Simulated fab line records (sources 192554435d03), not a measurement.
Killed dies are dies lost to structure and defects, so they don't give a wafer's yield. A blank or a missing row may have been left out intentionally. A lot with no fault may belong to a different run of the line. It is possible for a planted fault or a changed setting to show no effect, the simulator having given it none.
Which tool is to blame? :: flow n5-finfet :: 36 wafers sampled from 12 lots at 1 step of a route of 1938

## WHAT THE GAUGES READ, wafer by wafer
N5_BEOL_M10_OCD_MEAS_38. Usual: trench-depth-nm at 148.9 nm, with a standard deviation of 1.9.
lot: L989
measured: day 10 17:27
on: ocd-02
trench-depth-nm (nm): 148.5 147.1 150.7
flag: 

lot: L990
measured: day 11 05:07
on: ocd-02
trench-depth-nm (nm): 148.3 150.6 147.2
flag: 

lot: L991
measured: day 11 05:34
on: ocd-01
trench-depth-nm (nm): 147.7 147.0 149.2
flag: 

lot: L996
measured: day 13 12:07
on: ocd-01
trench-depth-nm (nm): 150.4 150.0 149.4
flag: 

lot: L999
measured: day 13 16:21
on: ocd-02
trench-depth-nm (nm): 147.9 145.6 147.9
flag: 

lot: L100
measured: day 14 11:59
on: ocd-02
trench-depth-nm (nm): 148.8 149.8 148.2
flag: 

lot: L998
measured: day 14 12:55
on: ocd-02
trench-depth-nm (nm): 152.4 151.2 148.9
flag: 

lot: L103
measured: day 14 16:53
on: ocd-02
trench-depth-nm (nm): 148.1 150.6 148.5
flag: 

lot: L104
measured: day 14 20:26
on: ocd-01
trench-depth-nm (nm): 148.8 150.5 150.1
flag: 

lot: L106
measured: day 15 22:03
on: ocd-02
trench-depth-nm (nm): 145.7 148.8 144.7
flag: 

lot: L107
measured: day 16 02:56
on: ocd-02
trench-depth-nm (nm): 145.0 151.0 148.9
flag: 

lot: L112
measured: day 17 12:25
on: ocd-01
trench-depth-nm (nm): 150.4 149.7 148.8
flag: 

## TOOL THAT RAN EACH LOT (tool first, then ch and the chambers of the sampled wafers, then the start)
The record holds no process step before these readings.

## WHAT THE TOOLS THEMSELVES READ (means of the sampled wafers that have a number; where no wafer has one, the mark that the record gives instead)
The record holds no such reading with a usual standard deviation.

## THE ANSWER, worked out from the rows above alone
Rule: a lot is off if the mean of its wafers that have a number lies more than 3 standard deviations from the usual mean. Also off: a lot with no number at a reading for which 4 or more lots have one. Any other lot the step has rows for is counted as sound. After the gauges, taken in route order, come the tools' own readings; for these a lot's mean is taken, as printed above. At the first step where some lot is off, the reading lying furthest off is the one used; lots without a number count as furthest.
No lot is off at any reading shown: from this, nothing can be told.

## WHAT WAS PUT IN BY THE SIMULATOR
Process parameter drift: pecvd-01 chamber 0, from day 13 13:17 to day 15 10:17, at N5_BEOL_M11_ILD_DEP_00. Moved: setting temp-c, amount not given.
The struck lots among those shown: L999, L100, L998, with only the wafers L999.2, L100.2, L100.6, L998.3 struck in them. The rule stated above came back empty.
